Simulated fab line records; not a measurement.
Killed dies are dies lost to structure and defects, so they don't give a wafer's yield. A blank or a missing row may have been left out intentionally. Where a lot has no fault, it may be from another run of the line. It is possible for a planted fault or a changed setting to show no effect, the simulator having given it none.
Which tool was responsible? :: flow n5Finfet :: 11 lots, 33 wafers sampled, at 4 steps of a route of 1938

## WHAT THE GAUGES SHOWED, per wafer
Not one reading of a measure or inspect step in the record can be checked against a usual standard deviation.

## WHICH TOOL RAN EACH LOT (tool, then ch and the chambers of the sampled wafers, then the start)
lot: L193
N5_BEOL_M11_CURE_71: uvCure-01 ch 2, day 10 01:35
N5_BEOL_M11_HM_DEP_02: pvdSputter-02, day 10 04:06
N5_BEOL_M11_STRIP_67: rieDiel-05 ch 0,1,2, day 10 05:13
N5_BEOL_M11_VIA_ETCH_34: rieDiel-02 ch 0,3, day 10 06:22

lot: L192
N5_BEOL_M11_CURE_71: uvCure-03 ch 1, day 10 10:26
N5_BEOL_M11_HM_DEP_02: pvdSputter-01, day 10 13:11
N5_BEOL_M11_STRIP_67: rieDiel-05 ch 1,2,3, day 10 13:59
N5_BEOL_M11_VIA_ETCH_34: rieDiel-05 ch 2,3, day 10 19:40

lot: L194
N5_BEOL_M11_CURE_71: uvCure-03 ch 1, day 10 12:16
N5_BEOL_M11_HM_DEP_02: pvdSputter-03, day 10 13:33
N5_BEOL_M11_STRIP_67: rieDiel-02 ch 0,3, day 10 14:23
N5_BEOL_M11_VIA_ETCH_34: rieDiel-04 ch 0,2, day 10 18:53

lot: L198
N5_BEOL_M11_CURE_71: uvCure-03 ch 1, day 12 03:27
N5_BEOL_M11_HM_DEP_02: pvdSputter-01, day 12 05:28
N5_BEOL_M11_STRIP_67: rieDiel-04 ch 0,1,3, day 12 06:16
N5_BEOL_M11_VIA_ETCH_34: rieDiel-05 ch 0,2,3, day 12 10:17

lot: L201
N5_BEOL_M11_CURE_71: uvCure-03 ch 1, day 12 21:56
N5_BEOL_M11_HM_DEP_02: pvdSputter-03, day 13 00:12
N5_BEOL_M11_STRIP_67: rieDiel-02 ch 0,1,3, day 13 01:01
N5_BEOL_M11_VIA_ETCH_34: rieDiel-02 ch 1,3, day 13 01:58

lot: L200
N5_BEOL_M11_CURE_71: uvCure-01 ch 0, day 12 22:22
N5_BEOL_M11_HM_DEP_02: pvdSputter-02, day 13 00:32
N5_BEOL_M11_STRIP_67: rieDiel-05 ch 1,2, day 13 01:20
N5_BEOL_M11_VIA_ETCH_34: rieDiel-05 ch 2,3, day 13 02:16

lot: L210
N5_BEOL_M11_CURE_71: uvCure-01 ch 2, day 15 13:41
N5_BEOL_M11_HM_DEP_02: pvdSputter-03, day 15 14:38
N5_BEOL_M11_STRIP_67: rieDiel-02 ch 2,3, day 15 15:20
N5_BEOL_M11_VIA_ETCH_34: rieDiel-04 ch 0,2,3, day 15 16:19

lot: L213
N5_BEOL_M11_CURE_71: uvCure-02 ch 2, day 15 16:02
N5_BEOL_M11_HM_DEP_02: pvdSputter-01, day 15 17:27
N5_BEOL_M11_STRIP_67: rieDiel-04 ch 1,2,3, day 15 18:16
N5_BEOL_M11_VIA_ETCH_34: rieDiel-02 ch 0,1,2, day 15 20:41

lot: L212
N5_BEOL_M11_CURE_71: uvCure-01 ch 2, day 15 22:40
N5_BEOL_M11_HM_DEP_02: pvdSputter-02, day 16 00:02
N5_BEOL_M11_STRIP_67: rieDiel-02 ch 0,1,2, day 16 00:43
N5_BEOL_M11_VIA_ETCH_34: rieDiel-04 ch 0,2,3, day 16 02:59

lot: L211
N5_BEOL_M11_CURE_71: uvCure-02 ch 2, day 15 22:59
N5_BEOL_M11_HM_DEP_02: pvdSputter-02, day 16 00:08
N5_BEOL_M11_STRIP_67: rieDiel-05 ch 1,2, day 16 00:56
N5_BEOL_M11_VIA_ETCH_34: rieDiel-02 ch 1,3, day 16 02:31

lot: L214
N5_BEOL_M11_CURE_71: uvCure-02 ch 0, day 16 18:56
N5_BEOL_M11_HM_DEP_02: pvdSputter-03, day 16 20:53
N5_BEOL_M11_STRIP_67: rieDiel-04 ch 0,1,2, day 16 21:34
N5_BEOL_M11_VIA_ETCH_34: rieDiel-05 ch 0,1,2, day 16 22:25
- N5_BEOL_M11_CURE_71: cures SiCOH lowk, time 240 s.
- N5_BEOL_M11_HM_DEP_02: deposits TiN, target thk 20 nm.
- N5_BEOL_M11_STRIP_67: strips in CF4.
- N5_BEOL_M11_VIA_ETCH_34: etches SiCOH lowk in C4F6/O2, target depth 184.5 nm, time 69.2 s.

## WHAT THE TOOLS THEMSELVES READ (means of the sampled wafers that have a number; where no wafer has one, the mark that the record gives instead)
N5_BEOL_M11_CURE_71. Usual: lampPowerPct 52.31 %, standard deviation 0.055; wafer_temp_C_max 386.8, standard deviation 0.43.
lot: L193
tool: uvCure-01
lampPowerPct (%): 52.35
wafer_temp_C_max: 386.9
flag: 

lot: L192
tool: uvCure-03
lampPowerPct (%): 52.31
wafer_temp_C_max: 386.9
flag: 

lot: L194
tool: uvCure-03
lampPowerPct (%): 52.34
wafer_temp_C_max: 387.2
flag: 

lot: L198
tool: uvCure-03
lampPowerPct (%): 52.28
wafer_temp_C_max: 387.0
flag: 

lot: L201
tool: uvCure-03
lampPowerPct (%): 52.26
wafer_temp_C_max: 387.1
flag: 

lot: L200
tool: uvCure-01
lampPowerPct (%): 52.26
wafer_temp_C_max: 386.5
flag: 

lot: L210
tool: uvCure-01
lampPowerPct (%): 52.37
wafer_temp_C_max: 387.4
flag: 

lot: L213
tool: uvCure-02
lampPowerPct (%): 52.30
wafer_temp_C_max: 386.6
flag: 

lot: L212
tool: uvCure-01
lampPowerPct (%): 52.34
wafer_temp_C_max: 386.8
flag: 

lot: L211
tool: uvCure-02
lampPowerPct (%): 52.33
wafer_temp_C_max: 386.6
flag: 

lot: L214
tool: uvCure-02
lampPowerPct (%): 52.32
wafer_temp_C_max: 386.8
flag: 

N5_BEOL_M11_HM_DEP_02. Usual: 29.7 % for throttleValvePct, sd 0.93.
lot: L193
tool: pvdSputter-02
throttleValvePct (%): 29.4
flag: 

lot: L192
tool: pvdSputter-01
throttleValvePct (%): 30.4
flag: 

lot: L194
tool: pvdSputter-03
throttleValvePct (%): 29.9
flag: 

lot: L198
tool: pvdSputter-01
throttleValvePct (%): 30.7
flag: 

lot: L201
tool: pvdSputter-03
throttleValvePct (%): 30.3
flag: 

lot: L200
tool: pvdSputter-02
throttleValvePct (%): 29.2
flag: 

lot: L210
tool: pvdSputter-03
throttleValvePct (%): 30.0
flag: 

lot: L213
tool: pvdSputter-01
throttleValvePct (%): 30.0
flag: 

lot: L212
tool: pvdSputter-02
throttleValvePct (%): 29.2
flag: 

lot: L211
tool: pvdSputter-02
throttleValvePct (%): 28.9
flag: 

lot: L214
tool: pvdSputter-03
throttleValvePct (%): 30.0
flag: 

N5_BEOL_M11_STRIP_67. Usual: drypumpMotorCurrentA 5.9 A, standard deviation 0.56; oesProductAu 0.83 a.u., standard deviation 0.08; rfVppV 271.3 V, standard deviation 1.5; showerheadPlenumPTorr 1.81 Torr, standard deviation 0.055; throttleValvePct 13.52 %, standard deviation 0.25.
lot: L193
tool: rieDiel-05
drypumpMotorCurrentA (A): 5.8
oesProductAu (a.u.): 0.78
rfVppV (V): 270.7
showerheadPlenumPTorr (Torr): 1.78
throttleValvePct (%): 13.55
flag: 

lot: L192
tool: rieDiel-05
drypumpMotorCurrentA (A): 6.1
oesProductAu (a.u.): 0.81
rfVppV (V): 270.6
showerheadPlenumPTorr (Torr): 1.74
throttleValvePct (%): 13.52
flag: 

lot: L194
tool: rieDiel-02
drypumpMotorCurrentA (A): 5.5
oesProductAu (a.u.): 0.90
rfVppV (V): 273.4
showerheadPlenumPTorr (Torr): 1.87
throttleValvePct (%): 13.41
flag: 

lot: L198
tool: rieDiel-04
drypumpMotorCurrentA (A): 5.4
oesProductAu (a.u.): 0.91
rfVppV (V): 272.3
showerheadPlenumPTorr (Torr): 1.86
throttleValvePct (%): 13.28
flag: 

lot: L201
tool: rieDiel-02
drypumpMotorCurrentA (A): 5.9
oesProductAu (a.u.): 0.85
rfVppV (V): 270.7
showerheadPlenumPTorr (Torr): 1.81
throttleValvePct (%): 13.49
flag: 

lot: L200
tool: rieDiel-05
drypumpMotorCurrentA (A): 5.9
oesProductAu (a.u.): 0.79
rfVppV (V): 269.9
showerheadPlenumPTorr (Torr): 1.74
throttleValvePct (%): 13.57
flag: 

lot: L210
tool: rieDiel-02
drypumpMotorCurrentA (A): 6.6
oesProductAu (a.u.): 0.75
rfVppV (V): 272.2
showerheadPlenumPTorr (Torr): 1.78
throttleValvePct (%): 13.84
flag: 

lot: L213
tool: rieDiel-04
drypumpMotorCurrentA (A): 5.5
oesProductAu (a.u.): 0.88
rfVppV (V): 272.1
showerheadPlenumPTorr (Torr): 1.85
throttleValvePct (%): 13.19
flag: 

lot: L212
tool: rieDiel-02
drypumpMotorCurrentA (A): 6.0
oesProductAu (a.u.): 0.84
rfVppV (V): 272.0
showerheadPlenumPTorr (Torr): 1.82
throttleValvePct (%): 13.59
flag: 

lot: L211
tool: rieDiel-05
drypumpMotorCurrentA (A): 6.1
oesProductAu (a.u.): 0.80
rfVppV (V): 269.7
showerheadPlenumPTorr (Torr): 1.75
throttleValvePct (%): 13.63
flag: 

lot: L214
tool: rieDiel-04
drypumpMotorCurrentA (A): 5.5
oesProductAu (a.u.): 0.88
rfVppV (V): 271.6
showerheadPlenumPTorr (Torr): 1.82
throttleValvePct (%): 13.32
flag: 

N5_BEOL_M11_VIA_ETCH_34. Usual: drypumpMotorCurrentA 5.9 A, standard deviation 0.53; oesProductAu 0.82 a.u., standard deviation 0.085; rfFwdPowerW 341.8 W, standard deviation 1.6; rfVppV 658 V, standard deviation 9.2; showerheadPlenumPTorr 2.85 Torr, standard deviation 0.092; throttleValvePct 20.84 %, standard deviation 0.22.
lot: L193
tool: rieDiel-02
drypumpMotorCurrentA (A): 6.0
oesProductAu (a.u.): 0.84
rfFwdPowerW (W): 342.0
rfVppV (V): 661
showerheadPlenumPTorr (Torr): 2.89
throttleValvePct (%): 20.85
flag: 

lot: L192
tool: rieDiel-05
drypumpMotorCurrentA (A): 6.4
oesProductAu (a.u.): 0.84
rfFwdPowerW (W): 343.2
rfVppV (V): 655
showerheadPlenumPTorr (Torr): 2.77
throttleValvePct (%): 20.84
flag: 

lot: L194
tool: rieDiel-04
drypumpMotorCurrentA (A): 5.5
oesProductAu (a.u.): 0.86
rfFwdPowerW (W): 341.6
rfVppV (V): 669
showerheadPlenumPTorr (Torr): 2.91
throttleValvePct (%): 21.02
flag: 

lot: L198
tool: rieDiel-05
drypumpMotorCurrentA (A): 6.1
oesProductAu (a.u.): 0.81
rfFwdPowerW (W): 424.1
rfVppV (V): 590
showerheadPlenumPTorr (Torr): 2.81
throttleValvePct (%): 20.84
flag: OFF

lot: L201
tool: rieDiel-02
drypumpMotorCurrentA (A): 6.3
oesProductAu (a.u.): 0.81
rfFwdPowerW (W): 344.3
rfVppV (V): 666
showerheadPlenumPTorr (Torr): 2.82
throttleValvePct (%): 21.00
flag: 

lot: L200
tool: rieDiel-05
drypumpMotorCurrentA (A): 6.4
oesProductAu (a.u.): 0.84
rfFwdPowerW (W): 424.5
rfVppV (V): 594
showerheadPlenumPTorr (Torr): 2.74
throttleValvePct (%): 20.83
flag: OFF

lot: L210
tool: rieDiel-04
drypumpMotorCurrentA (A): 5.5
oesProductAu (a.u.): 0.89
rfFwdPowerW (W): 341.6
rfVppV (V): 660
showerheadPlenumPTorr (Torr): 2.94
throttleValvePct (%): 20.75
flag: 

lot: L213
tool: rieDiel-02
drypumpMotorCurrentA (A): 6.0
oesProductAu (a.u.): 0.84
rfFwdPowerW (W): 342.2
rfVppV (V): 661
showerheadPlenumPTorr (Torr): 2.88
throttleValvePct (%): 20.93
flag: 

lot: L212
tool: rieDiel-04
drypumpMotorCurrentA (A): 5.5
oesProductAu (a.u.): 0.88
rfFwdPowerW (W): 341.4
rfVppV (V): 661
showerheadPlenumPTorr (Torr): 2.94
throttleValvePct (%): 20.76
flag: 

lot: L211
tool: rieDiel-02
drypumpMotorCurrentA (A): 6.3
oesProductAu (a.u.): 0.79
rfFwdPowerW (W): 343.5
rfVppV (V): 665
showerheadPlenumPTorr (Torr): 2.81
throttleValvePct (%): 21.03
flag: 

lot: L214
tool: rieDiel-05
drypumpMotorCurrentA (A): 5.9
oesProductAu (a.u.): 0.82
rfFwdPowerW (W): 342.2
rfVppV (V): 651
showerheadPlenumPTorr (Torr): 2.80
throttleValvePct (%): 20.77
flag: 

## THE ANSWER, worked out from the rows above alone
Rule: a lot is off if the mean of its wafers that have a number lies more than 3 standard deviations from the usual mean. Also off: a lot with no number at a reading for which 4 or more lots have one. Any other lot the step has rows for is counted as sound. After the gauges, taken in route order, come the tools' own readings; for these a lot's mean is taken, as printed above. The first step at which some lot is off is used, and at that step the reading that is off furthest; a lot without a number counts as furthest.
Off at N5_BEOL_M11_VIA_ETCH_34 (rfFwdPowerW): L198, L200.
A tool fits if, at that step or a process step before it, it ran every lot that is off, and no sound lot after the first of them. None of those tried fits.

## WHAT THE SIMULATOR HAD INSERTED
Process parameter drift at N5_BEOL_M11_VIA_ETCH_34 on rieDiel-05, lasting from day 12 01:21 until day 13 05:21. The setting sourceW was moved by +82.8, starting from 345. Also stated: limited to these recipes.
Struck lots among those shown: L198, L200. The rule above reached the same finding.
